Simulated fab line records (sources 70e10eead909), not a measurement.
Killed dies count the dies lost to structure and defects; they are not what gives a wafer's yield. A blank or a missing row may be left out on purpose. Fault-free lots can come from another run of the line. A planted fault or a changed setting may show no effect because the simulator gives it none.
8D (eight disciplines) problem report, filled in by code ; flow nandHarc ; the parts of the form that need people (team, actions taken, sign-off) are left out

== 1. THE PROBLEM ==
At NHARC_END_SORT_01, killedAtArray averages 672 over 6 wafers from 2 lots, while fault-free wafers read 27, standard deviation 11. Measured from the usual mean, that is +59 standard deviations.
Seen first at day 23 12:03 on prober-02, wafer L505.1. The record holds 36 wafers of 12 lots with a number at this step. The rule behind "out" and "out of limits": a value lying over 4 standard deviations away from the usual mean. All remaining wafers that have a number are taken as sound.

== 2. WHAT IT IS; WHAT IT IS NOT ==
question;is;is not
which readings at this step;killedAtArray, killedDies;killedAtPeriphery, killedShort
which lots;L505, L507;L491, L495, L497, L499, L500, L503, L510, L511, L513, L514
which wafers of those lots;all that have a number;-
read on which gauges;prober-01, prober-02;-
when;from day 23 12:03;"up to then (18 sound wafers); but 12 sound wafers of L510, L511, L513, L514 came after"

== 3. SUSPECTS, AND WHAT RULES EACH OUT ==
Counting: a tool at any process step up to the reading remains a suspect when it ran all the lots that are out and ran no sound lot after the first of those.
- ruled out: the gauge at NHARC_END_SORT_01. 2 gauges (prober-01, prober-02) read the wafers that are out.
- rieDiel-05 at NHARC_A_SGD_CUT_DESCUM_14 (chemistry O2, time 3 s): ruled out as a lasting fault. Sound lots L510, L513, L514 ran on it after its first lot that is out, L505 (day 17 16:51).
- rieDiel-05 at NHARC_A_SGD_CUT_ETCH_15 (etches the open film in CH3F/O2, target depth 75 nm, time 64.3 s): ruled out as a lasting fault. Sound lots L510, L513, L514 ran on it after its first lot that is out, L505 (day 17 17:20).
Left after counting: nothing in the record.

== 4. THE CAUSE (what the simulator had put in) ==
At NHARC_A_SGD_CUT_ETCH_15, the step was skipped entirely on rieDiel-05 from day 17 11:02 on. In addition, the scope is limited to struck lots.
The count ruled it out by mistake, since the rule takes a fault to strike every lot its tool runs from the start of the fault on, and this one did not do so.

== 5. SEQUENCE OF EFFECTS, ordered by route ==
Each row: a reading whose mean over the struck wafers that have a number lies more than 3 standard deviations from the usual. Scope: only readings with a usual standard deviation given in the record; hours: median across lots of the time from each lot's start at the first step in this table that gives one to its start at this step; sigmas: change in usual standard deviations.
hours;step;reading;usual;on struck wafers;change;sigmas
0;NHARC_END_SORT_01;killedAtArray;27;672;+645;+59
0;NHARC_END_SORT_01;killedDies;31;677;+646;+54
Readings that are blank on the struck wafers while sound wafers have them: biasW at NHARC_A_SGD_CUT_ETCH_15; ch3fFlowSccm at NHARC_A_SGD_CUT_ETCH_15; drypumpMotorCurrentA at NHARC_A_SGD_CUT_ETCH_15; oesProductAu at NHARC_A_SGD_CUT_ETCH_15; rfVppV at NHARC_A_SGD_CUT_ETCH_15; showerheadPlenumPTorr at NHARC_A_SGD_CUT_ETCH_15; throttleValvePct at NHARC_A_SGD_CUT_ETCH_15.

== 6. WHAT WOULD HAVE CAUGHT IT SOONER ==
Counted from the fault's start at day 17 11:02, it took 145 hours until the first out-of-limits reading at a measuring or inspecting step in this record, taken at day 23 12:03.
At NHARC_A_SGD_CUT_ETCH_15 the tool's readings are blank on the struck wafers, where sound wafers have them: an empty tool record is the first sign, and it was there at once.
